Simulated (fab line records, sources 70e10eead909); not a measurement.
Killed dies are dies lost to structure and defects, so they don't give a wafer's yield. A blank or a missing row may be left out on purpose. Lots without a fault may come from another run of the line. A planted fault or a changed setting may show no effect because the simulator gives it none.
Which tool did it? | flow nand_harc | 24 lots, 72 wafers sampled, at 6 steps of a route of 1159

WHAT THE GAUGES READ, wafer by wafer
The record holds no reading of a measuring or inspecting step that can be judged against a usual standard deviation.

WHICH TOOL RAN EACH LOT (tool, then ch and the chambers of the sampled wafers, then the start)
lot  | NHARC_A_CHANNEL_FILL_D1_ALD_16   | NHARC_A_CHANNEL_FILL_D1_ETCHBACK_19 | NHARC_A_CHANNEL_FILL_D1_RTA_24   | NHARC_A_STAIRCASE_STRIP_175          | NHARC_A_STAIRCASE_STRIP_205          | NHARC_A_STAIRCASE_TRIM_224
L074 | ald_hk-02 ch 0,2,3, day 9 22:10  | rie_si-03 ch 0,1,3, day 10 09:55    | rtp_anneal-02 ch 0, day 11 09:49 | plasma_asher-01 ch 0,1, day 11 15:06 | plasma_asher-01 ch 0,1, day 11 19:58 | rie_diel-08 ch 1,2,3, no start
L075 | ald_hk-01 ch 1,2,3, day 9 22:11  | rie_si-04 ch 1,2,3, day 10 09:56    | rtp_anneal-01 ch 0, day 11 12:20 | plasma_asher-01 ch 0,1, day 11 17:43 | plasma_asher-02 ch 0,1, day 11 21:29 | rie_diel-01 ch 1,2,3, no start
L076 | ald_hk-02 ch 1,2, day 9 22:20    | rie_si-06 ch 0,3, day 10 09:55      | rtp_anneal-01 ch 0, day 11 09:46 | plasma_asher-02 ch 0,1, day 11 14:51 | plasma_asher-01 ch 0,1, day 11 18:53 | rie_diel-08 ch 0,1,3, no start
L078 | ald_hk-01 ch 0,1,2, day 10 05:06 | rie_si-06 ch 0,1,3, day 10 16:55    | rtp_anneal-02 ch 0, day 11 16:29 | plasma_asher-01 ch 0,1, day 11 23:01 | plasma_asher-02 ch 0,1, day 12 04:57 | rie_diel-08 ch 1,2,3, no start
L077 | ald_hk-02 ch 0,1, day 10 05:07   | rie_si-04 ch 0,2,3, day 10 16:56    | rtp_anneal-01 ch 0, day 11 16:37 | plasma_asher-01 ch 0,1, day 11 22:34 | plasma_asher-02 ch 0,1, day 12 04:26 | rie_diel-01 ch 0,3, no start
L079 | ald_hk-03 ch 0,1, day 10 05:08   | rie_si-03 ch 0,1,3, day 10 16:53    | rtp_anneal-02 ch 0, day 11 16:19 | plasma_asher-02 ch 0,1, day 11 22:17 | plasma_asher-02 ch 0,1, day 12 03:42 | rie_diel-08 ch 0,1,3, no start
L080 | ald_hk-03 ch 0,3, day 10 11:35   | rie_si-04 ch 0,1,2, day 10 23:22    | rtp_anneal-02 ch 0, day 11 23:11 | plasma_asher-02 ch 0,1, day 12 05:55 | plasma_asher-02 ch 0,1, day 12 10:59 | rie_diel-08 ch 1,2,3, no start
L081 | ald_hk-02 ch 0,2,3, day 10 11:38 | rie_si-03 ch 0,1,2, day 10 23:20    | rtp_anneal-01 ch 0, day 11 23:15 | plasma_asher-01 ch 0,1, day 12 05:41 | plasma_asher-01 ch 0,1, day 12 10:49 | rie_diel-07 ch 0,2,3, no start
L082 | ald_hk-01 ch 1,2,3, day 11 20:27 | rie_si-03 ch 0,1,2, day 12 08:07    | rtp_anneal-02 ch 0, day 13 08:05 | plasma_asher-01 ch 0,1, day 13 13:37 | plasma_asher-01 ch 0,1, day 13 17:28 | rie_diel-07 ch 0,1,2, no start
L084 | ald_hk-03 ch 0,1,2, day 11 20:28 | rie_si-04 ch 1,3, day 12 08:07      | rtp_anneal-01 ch 0, day 13 08:05 | plasma_asher-02 ch 0,1, day 13 13:37 | plasma_asher-01 ch 0,1, day 13 17:47 | rie_diel-07 ch 0,2,3, no start
L083 | ald_hk-01 ch 2,3, day 11 23:34   | rie_si-06 ch 0,2,3, day 12 11:27    | rtp_anneal-01 ch 0, day 13 11:58 | plasma_asher-02 ch 0, day 13 18:05   | plasma_asher-01 ch 1, day 13 23:38   | rie_diel-08 ch 0,1,2, no start
L086 | ald_hk-03 ch 0,1, day 12 04:19   | rie_si-03 ch 0,1,2, day 12 16:05    | rtp_anneal-01 ch 0, day 13 16:08 | plasma_asher-01 ch 0,1, day 13 22:37 | plasma_asher-02 ch 0,1, day 14 02:17 | rie_diel-07 ch 2,3, no start
L088 | ald_hk-02 ch 0,2,3, day 12 04:23 | rie_si-06 ch 1,3, day 12 16:04      | rtp_anneal-01 ch 0, day 13 16:20 | plasma_asher-02 ch 0,1, day 13 23:20 | plasma_asher-02 ch 0,1, day 14 03:10 | rie_diel-07 ch 0,3, no start
L085 | ald_hk-01 ch 0,1,3, day 12 08:32 | rie_si-06 ch 0,1,3, day 12 20:10    | rtp_anneal-01 ch 0, day 13 19:34 | plasma_asher-01 ch 0,1, day 14 01:34 | plasma_asher-02 ch 1, day 14 09:29   | rie_diel-08 ch 0,3, no start
L089 | ald_hk-01 ch 0,1, day 12 23:53   | rie_si-04 ch 0,1,3, day 13 11:46    | rtp_anneal-02 ch 0, day 14 11:31 | plasma_asher-01 ch 0,1, day 14 17:33 | plasma_asher-02 ch 0,1, day 14 23:01 | rie_diel-08 ch 0,1,2, no start
L087 | ald_hk-01 ch 0,1,2, day 13 00:03 | rie_si-06 ch 1,2,3, day 13 11:45    | rtp_anneal-01 ch 0, day 14 11:31 | plasma_asher-02 ch 0,1, day 14 17:29 | plasma_asher-01 ch 0,1, day 14 23:25 | rie_diel-01 ch 0,1,3, no start
L090 | ald_hk-02 ch 1,2, day 13 09:15   | rie_si-06 ch 1,2,3, day 13 21:19    | rtp_anneal-01 ch 0, day 14 21:58 | plasma_asher-01 ch 0,1, day 15 05:25 | plasma_asher-02 ch 0,1, day 15 08:59 | rie_diel-07 ch 0,3, no start
L091 | ald_hk-01 ch 0,1,3, day 13 17:34 | rie_si-06 ch 0,1,2, day 14 05:23    | rtp_anneal-02 ch 0, day 15 10:13 | plasma_asher-02 ch 0,1, day 15 15:37 | plasma_asher-01 ch 0,1, day 15 20:02 | rie_diel-01 ch 0,2,3, no start
L092 | ald_hk-02 ch 1,2, day 13 17:34   | rie_si-03 ch 0,1, day 14 05:22      | rtp_anneal-01 ch 0, day 15 10:32 | plasma_asher-01 ch 0,1, day 15 16:02 | plasma_asher-02 ch 0,1, day 15 20:11 | rie_diel-07 ch 2,3, no start
L093 | ald_hk-01 ch 0,2,3, day 14 00:09 | rie_si-06 ch 0,1,3, day 14 12:47    | rtp_anneal-02 ch 0, day 15 13:43 | plasma_asher-01 ch 0,1, day 15 19:25 | plasma_asher-02 ch 0,1, day 15 23:33 | rie_diel-08 ch 2,3, no start
L094 | ald_hk-01 ch 2,3, day 14 00:19   | rie_si-04 ch 1,2,3, day 14 12:50    | rtp_anneal-01 ch 0, day 15 13:48 | plasma_asher-02 ch 0,1, day 15 19:19 | plasma_asher-01 ch 0,1, day 15 23:33 | rie_diel-01 ch 0,2,3, no start
L095 | ald_hk-02 ch 0,1,2, day 14 14:42 | rie_si-04 ch 1,2,3, day 15 03:19    | rtp_anneal-01 ch 0, day 16 04:10 | plasma_asher-01 ch 0,1, day 16 10:19 | plasma_asher-01 ch 0,1, day 16 15:29 | rie_diel-08 ch 1,2,3, no start
L096 | ald_hk-02 ch 0,2,3, day 14 18:57 | rie_si-03 ch 1,3, day 15 07:01      | rtp_anneal-01 ch 0, day 16 08:07 | plasma_asher-01 ch 0,1, day 16 17:10 | plasma_asher-02 ch 0,1, day 16 21:19 | rie_diel-01 ch 0,1,2, no start
L097 | ald_hk-03 ch 0,1,2, day 15 01:37 | rie_si-04 ch 0,1,2, day 15 13:30    | rtp_anneal-02 ch 0, day 16 13:29 | plasma_asher-02 ch 0,1, day 16 19:36 | plasma_asher-01 ch 0,1, day 16 23:10 | rie_diel-01 ch 0,1,2, no start
- NHARC_A_CHANNEL_FILL_D1_ALD_16: deposits SiO2, target thk 1.5 nm, pulse time 10 s, ald cycles 15.
- NHARC_A_CHANNEL_FILL_D1_ETCHBACK_19: etches the open film in HBr/Cl2, target depth 5 nm, time 1.7 s.
- NHARC_A_CHANNEL_FILL_D1_RTA_24: time 5 s.
- NHARC_A_STAIRCASE_STRIP_175: strips in O2.
- NHARC_A_STAIRCASE_STRIP_205: strips in O2.
- NHARC_A_STAIRCASE_TRIM_224: chemistry O2, time 211.2 s.

WHAT THE TOOLS THEMSELVES READ (means of the sampled wafers that have a number; where no wafer has one, the mark that the record gives instead)
NHARC_A_CHANNEL_FILL_D1_ALD_16. Usual: heater_power_w 475 W, standard deviation 39; precursor_pulse_height_rel 0.998, standard deviation 0.018.
lot  | tool      | heater_power_w (W) | precursor_pulse_height_rel | flag
L074 | ald_hk-02 | 485                | 0.991                      |
L075 | ald_hk-01 | 479                | 0.993                      |
L076 | ald_hk-02 | 515                | 1.012                      |
L078 | ald_hk-01 | 466                | 1.025                      |
L077 | ald_hk-02 | 487                | 0.994                      |
L079 | ald_hk-03 | 497                | 1.012                      |
L080 | ald_hk-03 | 463                | 0.996                      |
L081 | ald_hk-02 | 481                | 0.995                      |
L082 | ald_hk-01 | 472                | 0.996                      |
L084 | ald_hk-03 | 484                | 0.988                      |
L083 | ald_hk-01 | 484                | 0.990                      |
L086 | ald_hk-03 | 499                | 1.000                      |
L088 | ald_hk-02 | 493                | 1.011                      |
L085 | ald_hk-01 | 440                | 1.007                      |
L089 | ald_hk-01 | 425                | 0.980                      |
L087 | ald_hk-01 | 464                | 0.998                      |
L090 | ald_hk-02 | 518                | 0.998                      |
L091 | ald_hk-01 | 439                | 0.986                      |
L092 | ald_hk-02 | 496                | 0.996                      |
L093 | ald_hk-01 | 455                | 1.001                      |
L094 | ald_hk-01 | 492                | 0.989                      |
L095 | ald_hk-02 | 498                | 1.003                      |
L096 | ald_hk-02 | 482                | 0.993                      |
L097 | ald_hk-03 | 487                | 0.997                      |

NHARC_A_CHANNEL_FILL_D1_ETCHBACK_19. Usual: drypump_motor_current_A 5.8 A, standard deviation 0.56; oes_product_au 0.999 a.u., standard deviation 0.0093; throttle_valve_pct 26.407 %, standard deviation 0.0091.
lot  | tool      | drypump_motor_current_A (A) | oes_product_au (a.u.) | throttle_valve_pct (%) | flag
L074 | rie_si-03 | 5.7                         | 0.995                 | 26.409                 |
L075 | rie_si-04 | 6.0                         | 1.001                 | 26.410                 |
L076 | rie_si-06 | 6.2                         | 1.002                 | 26.402                 |
L078 | rie_si-06 | 5.9                         | 0.987                 | 26.408                 |
L077 | rie_si-04 | 5.8                         | 0.997                 | 26.408                 |
L079 | rie_si-03 | 5.7                         | 1.002                 | 26.419                 |
L080 | rie_si-04 | 5.7                         | 1.000                 | 26.391                 |
L081 | rie_si-03 | 5.8                         | 1.006                 | 26.402                 |
L082 | rie_si-03 | 5.8                         | 1.005                 | 26.414                 |
L084 | rie_si-04 | 5.6                         | 1.001                 | 26.400                 |
L083 | rie_si-06 | 5.8                         | 0.996                 | 26.411                 |
L086 | rie_si-03 | 5.8                         | 0.997                 | 26.410                 |
L088 | rie_si-06 | 5.5                         | 0.981                 | 26.402                 |
L085 | rie_si-06 | 5.8                         | 0.986                 | 26.415                 |
L089 | rie_si-04 | 5.4                         | 1.000                 | 26.399                 |
L087 | rie_si-06 | 5.5                         | 0.996                 | 26.411                 |
L090 | rie_si-06 | 5.5                         | 0.991                 | 26.410                 |
L091 | rie_si-06 | 5.6                         | 0.995                 | 26.403                 |
L092 | rie_si-03 | 5.6                         | 0.997                 | 26.410                 |
L093 | rie_si-06 | 5.9                         | 0.997                 | 26.409                 |
L094 | rie_si-04 | 5.9                         | 1.008                 | 26.404                 |
L095 | rie_si-04 | 5.9                         | 1.003                 | 26.411                 |
L096 | rie_si-03 | 5.3                         | 1.001                 | 26.409                 |
L097 | rie_si-04 | 5.7                         | 1.006                 | 26.404                 |

NHARC_A_CHANNEL_FILL_D1_RTA_24. Usual: anneal_temp_c_max 1004.1, standard deviation 0.98; lamp_power_pct 30.7 %, standard deviation 2.4; lamp_zone_1_pct 30.7 %, standard deviation 2.4; lamp_zone_2_pct 30.7 %, standard deviation 2.4; wafer_temp_C_max 1004.3, standard deviation 0.97.
lot  | tool          | anneal_temp_c_max | lamp_power_pct (%) | lamp_zone_1_pct (%) | lamp_zone_2_pct (%) | wafer_temp_C_max | flag
L074 | rtp_anneal-02 | 1003.4            | 27.7               | 27.6                | 27.7                | 1004.8           |
L075 | rtp_anneal-01 | 1004.0            | 32.6               | 32.6                | 32.5                | 1004.1           |
L076 | rtp_anneal-01 | 1005.5            | 32.6               | 32.6                | 32.6                | 1004.7           |
L078 | rtp_anneal-02 | 1003.4            | 27.7               | 27.7                | 27.7                | 1004.5           |
L077 | rtp_anneal-01 | 1004.0            | 32.6               | 32.6                | 32.6                | 1004.0           |
L079 | rtp_anneal-02 | 1004.1            | 27.7               | 27.7                | 27.7                | 1004.3           |
L080 | rtp_anneal-02 | 1003.5            | 27.7               | 27.7                | 27.7                | 1005.1           |
L081 | rtp_anneal-01 | 1005.8            | 32.5               | 32.5                | 32.6                | 1003.5           |
L082 | rtp_anneal-02 | 1003.5            | 27.7               | 27.7                | 27.7                | 1005.3           |
L084 | rtp_anneal-01 | 1005.4            | 32.6               | 32.6                | 32.6                | 1003.6           |
L083 | rtp_anneal-01 | 1004.3            | 32.5               | 32.6                | 32.5                | 1004.2           |
L086 | rtp_anneal-01 | 1004.3            | 32.6               | 32.6                | 32.6                | 1003.9           |
L088 | rtp_anneal-01 | 1005.1            | 32.6               | 32.6                | 32.6                | 1003.8           |
L085 | rtp_anneal-01 | 1004.4            | 32.6               | 32.6                | 32.6                | 1002.8           |
L089 | rtp_anneal-02 | 1003.0            | 27.7               | 27.7                | 27.7                | 1004.8           |
L087 | rtp_anneal-01 | 1004.8            | 32.5               | 32.5                | 32.5                | 1003.9           |
L090 | rtp_anneal-01 | 1004.4            | 32.6               | 32.6                | 32.6                | 1004.3           |
L091 | rtp_anneal-02 | 1002.7            | 27.6               | 27.6                | 27.7                | 1005.2           |
L092 | rtp_anneal-01 | 1004.7            | 32.6               | 32.6                | 32.6                | 1005.3           |
L093 | rtp_anneal-02 | 1003.4            | 27.7               | 27.7                | 27.7                | 1003.7           |
L094 | rtp_anneal-01 | 1003.9            | 32.6               | 32.6                | 32.6                | 1004.3           |
L095 | rtp_anneal-01 | 1003.9            | 32.6               | 32.6                | 32.6                | 1003.1           |
L096 | rtp_anneal-01 | 1003.4            | 32.6               | 32.6                | 32.6                | 1005.2           |
L097 | rtp_anneal-02 | 1003.8            | 27.7               | 27.7                | 27.7                | 1003.8           |

NHARC_A_STAIRCASE_STRIP_175. Usual: drypump_motor_current_A 5.7 A, standard deviation 0.44; heater_power_w 328 W, standard deviation 23.
lot  | tool            | drypump_motor_current_A (A) | heater_power_w (W) | flag
L074 | plasma_asher-01 | 5.4                         | 329                |
L075 | plasma_asher-01 | 5.7                         | 324                |
L076 | plasma_asher-02 | 6.0                         | 353                |
L078 | plasma_asher-01 | 5.4                         | 320                |
L077 | plasma_asher-01 | 5.7                         | 321                |
L079 | plasma_asher-02 | 5.7                         | 337                |
L080 | plasma_asher-02 | 6.0                         | 348                |
L081 | plasma_asher-01 | 5.7                         | 324                |
L082 | plasma_asher-01 | 5.4                         | 316                |
L084 | plasma_asher-02 | 5.7                         | 331                |
L083 | plasma_asher-02 | 5.4                         | 312                |
L086 | plasma_asher-01 | 5.4                         | 318                |
L088 | plasma_asher-02 | 5.7                         | 334                |
L085 | plasma_asher-01 | 5.7                         | 315                |
L089 | plasma_asher-01 | 5.4                         | 321                |
L087 | plasma_asher-02 | 5.7                         | 335                |
L090 | plasma_asher-01 | 5.7                         | 310                |
L091 | plasma_asher-02 | 5.7                         | 333                |
L092 | plasma_asher-01 | 5.4                         | 317                |
L093 | plasma_asher-01 | 5.7                         | 313                |
L094 | plasma_asher-02 | 5.7                         | 327                |
L095 | plasma_asher-01 | 5.4                         | 320                |
L096 | plasma_asher-01 | 5.4                         | 315                |
L097 | plasma_asher-02 | 5.7                         | 327                |

NHARC_A_STAIRCASE_STRIP_205. Usual: drypump_motor_current_A 5.7 A, standard deviation 0.45; heater_power_w 331 W, standard deviation 26.
lot  | tool            | drypump_motor_current_A (A) | heater_power_w (W) | flag
L074 | plasma_asher-01 | 5.4                         | 322                |
L075 | plasma_asher-02 | 6.0                         | 354                |
L076 | plasma_asher-01 | 5.4                         | 328                |
L078 | plasma_asher-02 | 6.1                         | 358                |
L077 | plasma_asher-02 | 6.0                         | 349                |
L079 | plasma_asher-02 | 5.7                         | 336                |
L080 | plasma_asher-02 | 5.7                         | 331                |
L081 | plasma_asher-01 | 5.7                         | 325                |
L082 | plasma_asher-01 | 5.7                         | 314                |
L084 | plasma_asher-01 | 5.7                         | 315                |
L083 | plasma_asher-01 | 5.2                         | 323                |
L086 | plasma_asher-02 | 6.0                         | 351                |
L088 | plasma_asher-02 | 6.0                         | 346                |
L085 | plasma_asher-02 | 6.3                         | 373                |
L089 | plasma_asher-02 | 5.7                         | 336                |
L087 | plasma_asher-01 | 5.7                         | 313                |
L090 | plasma_asher-02 | 5.7                         | 332                |
L091 | plasma_asher-01 | 5.4                         | 318                |
L092 | plasma_asher-02 | 6.0                         | 355                |
L093 | plasma_asher-02 | 6.0                         | 350                |
L094 | plasma_asher-01 | 5.7                         | 313                |
L095 | plasma_asher-01 | 5.7                         | 314                |
L096 | plasma_asher-02 | 5.7                         | 327                |
L097 | plasma_asher-01 | 5.7                         | 310                |

NHARC_A_STAIRCASE_TRIM_224. Usual: drypump_motor_current_A 5.7 A, standard deviation 0.4; oes_product_au 1.002 a.u., standard deviation 0.0097; rf_vpp_V 57.3 V, standard deviation 0.9; showerhead_plenum_p_Torr 3.44 Torr, standard deviation 0.12; throttle_valve_pct 17.036 %, standard deviation 0.0088.
lot  | tool        | drypump_motor_current_A (A) | oes_product_au (a.u.) | rf_vpp_V (V) | showerhead_plenum_p_Torr (Torr) | throttle_valve_pct (%) | flag
L074 | rie_diel-08 | 5.7                         | 0.999                 | 56.9         | 3.40                            | 17.037                 |
L075 | rie_diel-01 | 5.5                         | 0.990                 | 57.1         | 3.49                            | 17.028                 |
L076 | rie_diel-08 | 5.6                         | 1.005                 | 57.1         | 3.39                            | 17.036                 |
L078 | rie_diel-08 | 5.7                         | 0.996                 | 56.9         | 3.40                            | 17.034                 |
L077 | rie_diel-01 | 6.3                         | 0.995                 | 56.8         | 3.37                            | 17.039                 |
L079 | rie_diel-08 | 5.6                         | 1.017                 | 57.2         | 3.38                            | 17.029                 |
L080 | rie_diel-08 | 5.7                         | 0.999                 | 57.3         | 3.40                            | 17.036                 |
L081 | rie_diel-07 | 5.7                         | 0.998                 | 59.1         | 3.61                            | 17.032                 |
L082 | rie_diel-07 | 5.8                         | 1.015                 | 57.9         | 3.60                            | 17.034                 |
L084 | rie_diel-07 | 5.7                         | 1.009                 | 57.1         | 3.60                            | 17.037                 |
L083 | rie_diel-08 | 5.8                         | 0.998                 | 57.7         | 3.40                            | 17.038                 |
L086 | rie_diel-07 | 5.7                         | 1.003                 | 57.5         | 3.53                            | 17.034                 |
L088 | rie_diel-07 | 5.6                         | 1.002                 | 57.4         | 3.66                            | 17.039                 |
L085 | rie_diel-08 | 5.6                         | 1.004                 | 55.9         | 3.32                            | 17.040                 |
L089 | rie_diel-08 | 5.8                         | 0.994                 | 56.6         | 3.39                            | 17.039                 |
L087 | rie_diel-01 | 5.7                         | 1.003                 | 56.6         | 3.37                            | 17.042                 |
L090 | rie_diel-07 | 5.7                         | 1.002                 | 58.2         | 3.66                            | 17.039                 |
L091 | rie_diel-01 | 6.0                         | 1.001                 | 56.8         | 3.45                            | 17.044                 |
L092 | rie_diel-07 | 5.7                         | 1.007                 | 58.1         | 3.52                            | 17.033                 |
L093 | rie_diel-08 | 5.9                         | 0.991                 | 58.1         | 3.35                            | 17.039                 |
L094 | rie_diel-01 | 6.0                         | 1.001                 | 57.6         | 3.45                            | 17.028                 |
L095 | rie_diel-08 | 5.7                         | 0.994                 | 56.3         | 3.38                            | 17.040                 |
L096 | rie_diel-01 | 5.9                         | 0.998                 | 57.7         | 3.41                            | 17.038                 |
L097 | rie_diel-01 | 5.9                         | 1.002                 | 57.6         | 3.41                            | 17.039                 |

THE ANSWER, worked out from the rows above alone
Rule: a lot is off if the mean of its wafers that have a number lies more than 3 standard deviations from the usual mean. A lot without any number at a reading at which 4 lots or more have one is off too. The other lots that the step has rows for count as sound. The gauges are gone through in route order, then the tools' own readings, and for those a lot's mean is taken as printed above. The first step at which some lot is off is used, and at that step the reading that is off furthest; a lot without a number counts as furthest.
No lot is off at any reading shown: from this, nothing can be told.

WHAT THE SIMULATOR HAD PUT IN
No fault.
